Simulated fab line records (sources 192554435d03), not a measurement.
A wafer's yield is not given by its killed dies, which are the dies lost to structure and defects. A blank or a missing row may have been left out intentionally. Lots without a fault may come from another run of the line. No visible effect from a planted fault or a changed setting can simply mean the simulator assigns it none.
Matching of chambers || flow n5Finfet || aldMetal-03 running N5_BEOL_M10_ALD_74: 4 sister chambers
The step deposits TaN, target thk 2 nm, pulse time 2 s, purge time 3 s. 4 wafers are shown with their chamber, then 10 later ones without.

== WAFERS PAIRED WITH THEIR CHAMBERS ==
{"wafer": "L087.2", "chamber": 3, "heaterPowerW (W)": 442}
{"wafer": "L087.5", "chamber": 0, "heaterPowerW (W)": 378}
{"wafer": "L090.5", "chamber": 1, "heaterPowerW (W)": 400}
{"wafer": "L093.5", "chamber": 2, "heaterPowerW (W)": 444}

== WAFERS WHOSE CHAMBER IS MISSING ==
{"wafer": "L093.6", "heaterPowerW (W)": 433}
{"wafer": "L092.1", "heaterPowerW (W)": 380}
{"wafer": "L092.4", "heaterPowerW (W)": 393}
{"wafer": "L092.6", "heaterPowerW (W)": 401}
{"wafer": "L097.1", "heaterPowerW (W)": 382}
{"wafer": "L097.2", "heaterPowerW (W)": 398}
{"wafer": "L097.4", "heaterPowerW (W)": 449}
{"wafer": "L096.2", "heaterPowerW (W)": 392}
{"wafer": "L096.3", "heaterPowerW (W)": 432}
{"wafer": "L096.4", "heaterPowerW (W)": 400}

== CHAMBER TAKEN BY EACH ==
{"wafer": "L093.6", "from the rows above": "can't be placed: 3 or 2", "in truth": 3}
{"wafer": "L092.1", "from the rows above": 0, "in truth": 0}
{"wafer": "L092.4", "from the rows above": "can't be placed: 1 or 0", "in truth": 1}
{"wafer": "L092.6", "from the rows above": 1, "in truth": 1}
{"wafer": "L097.1", "from the rows above": 0, "in truth": 0}
{"wafer": "L097.2", "from the rows above": 1, "in truth": 1}
{"wafer": "L097.4", "from the rows above": "can't be placed: 2 or 3", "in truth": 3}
{"wafer": "L096.2", "from the rows above": "can't be placed: 1 or 0", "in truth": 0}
{"wafer": "L096.3", "from the rows above": "can't be placed: 3 or 2", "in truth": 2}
{"wafer": "L096.4", "from the rows above": 1, "in truth": 1}
5 of 10 placed correctly. Not placeable from these rows: 5 (in 5, the candidates include the true chamber). 0 placed wrongly.
How it was worked out, from the rows above alone: a wafer's distance from a chamber is the root of the sum, over the readings, of the square of ((its reading less the chamber's mean) divided by the reading's scatter). The wafer belongs to the nearest chamber; if the next one is less than 2 further off, it can't be placed. Each chamber's mean is taken over the wafers shown for it. The scatter (one wafer shown for each chamber): square how far every hidden wafer sits from the nearest shown wafer, average those squares and take the square root.
